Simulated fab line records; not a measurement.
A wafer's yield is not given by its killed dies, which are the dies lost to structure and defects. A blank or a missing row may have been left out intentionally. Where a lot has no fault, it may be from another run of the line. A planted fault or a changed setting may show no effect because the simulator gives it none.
Struck lot and sound lot, side by side ; flow nand_harc ; 16 steps out of a route of 1302
Sound: these wafers, L822.1, L822.3, L822.5. The struck wafers were L835.2, L835.3, L835.6. The cause comes at the end.
Per side, at each step with rows, come the tool, then ch with its chambers, and then its first start. Under that, the readings that differ: sound wafers ; struck wafers ; difference of the means ; sigmas: that difference in standard deviations of wafers without a fault.
alike: same words and numbers on both sides, and readings whose means sit less than 2 such deviations apart. not compared: any withheld reading, any reading some wafer has no value for, any bound like >300 that may hide the same value, and any number with overlapping values for which the record gives no deviation.
The two part at a step that has a row with sigmas, a row that says differs or no value, or rows on one side only. Numbers that don't overlap but have no deviation are shown without sigmas and don't part them. A reading missing from all wafers of one side parts the sides only when that side holds two or more wafers.

NHARC_A_DECK1_JOINT_INSPECT_05:
  sound on defect_inspect-02 at day 15 05:41; struck on defect_inspect-02 at day 20 19:52
  alike: raw_defect_count
following that, 1 step holds no rows for these wafers, namely NHARC_A_ONON_D2_DEP_00 (target thickness 1000 nm).
NHARC_A_ONON_D2_THK_MEAS_02: measures by ellipsometry.
  sound on film_metro-02 at day 15 06:16; struck on film_metro-01 at day 20 20:27
  alike: thk_nm
following that, 1 step holds no rows for these wafers, namely NHARC_A_ONON_D2_DEP_03 (target thickness 1000 nm).
NHARC_A_ONON_D2_THK_MEAS_05: measures by ellipsometry.
  sound on film_metro-02 at day 15 06:50; struck on film_metro-02 at day 20 21:02
  alike: thk_nm
following that, 1 step holds no rows for these wafers, namely NHARC_A_ONON_D2_DEP_06 (target thickness 1000 nm).
NHARC_A_ONON_D2_THK_MEAS_08: measures by ellipsometry.
  sound on film_metro-02 at day 15 07:23; struck on film_metro-02 at day 20 21:35
  alike: thk_nm
following that, 1 step holds no rows for these wafers, namely NHARC_A_ONON_D2_DEP_09 (target thickness 1000 nm).
NHARC_A_ONON_D2_THK_MEAS_11: measures by ellipsometry.
  sound on film_metro-01 at day 15 07:57; struck on film_metro-01 at day 20 22:09
  alike: thk_nm
following that, 1 step holds no rows for these wafers, namely NHARC_A_ONON_D2_DEP_12 (target thickness 1000 nm).
NHARC_A_ONON_D2_THK_MEAS_14: measures by ellipsometry.
  sound on film_metro-01 at day 15 08:31; struck on film_metro-01 at day 20 22:43
  alike: thk_nm
then, 1 step without rows for these wafers: NHARC_A_ONON_D2_ANNEAL_15 (time 3600 s).
NHARC_A_ONON_D2_DEP_16: target thk 1000 nm.
  sound on pecvd_onon-04 ch 0, day 15 15:24; struck on pecvd_onon-04 ch 0, day 21 06:35
  alike: sih4_flow_sccm
NHARC_A_ONON_D2_THK_MEAS_18: measures by ellipsometry.
  sound on film_metro-01 at day 15 15:55; struck on film_metro-01 at day 21 07:02
reading;sound;struck;difference;sigmas
thk_nm (nm);993 994 996;1495 1495 1495;+501;+46
following that, 1 step holds no rows for these wafers, namely NHARC_A_ONON_D2_DEP_19 (target thickness 1000 nm).
-- record jumps: 12 days between struck wafers' starts before vs after; left off in module A_ONON_D2, resumes in module END, first step shown is number 1302 of the route --
NHARC_END_SORT_01:
  at this point the record logs the struck wafers (prober-02 ch 0, day 33 05:22) and has no rows for the sound ones

== WHERE THEY PART ==
Earliest at NHARC_A_ONON_D2_THK_MEAS_18; latest, in this record, at NHARC_END_SORT_01.

WHY: the cause the simulator had injected
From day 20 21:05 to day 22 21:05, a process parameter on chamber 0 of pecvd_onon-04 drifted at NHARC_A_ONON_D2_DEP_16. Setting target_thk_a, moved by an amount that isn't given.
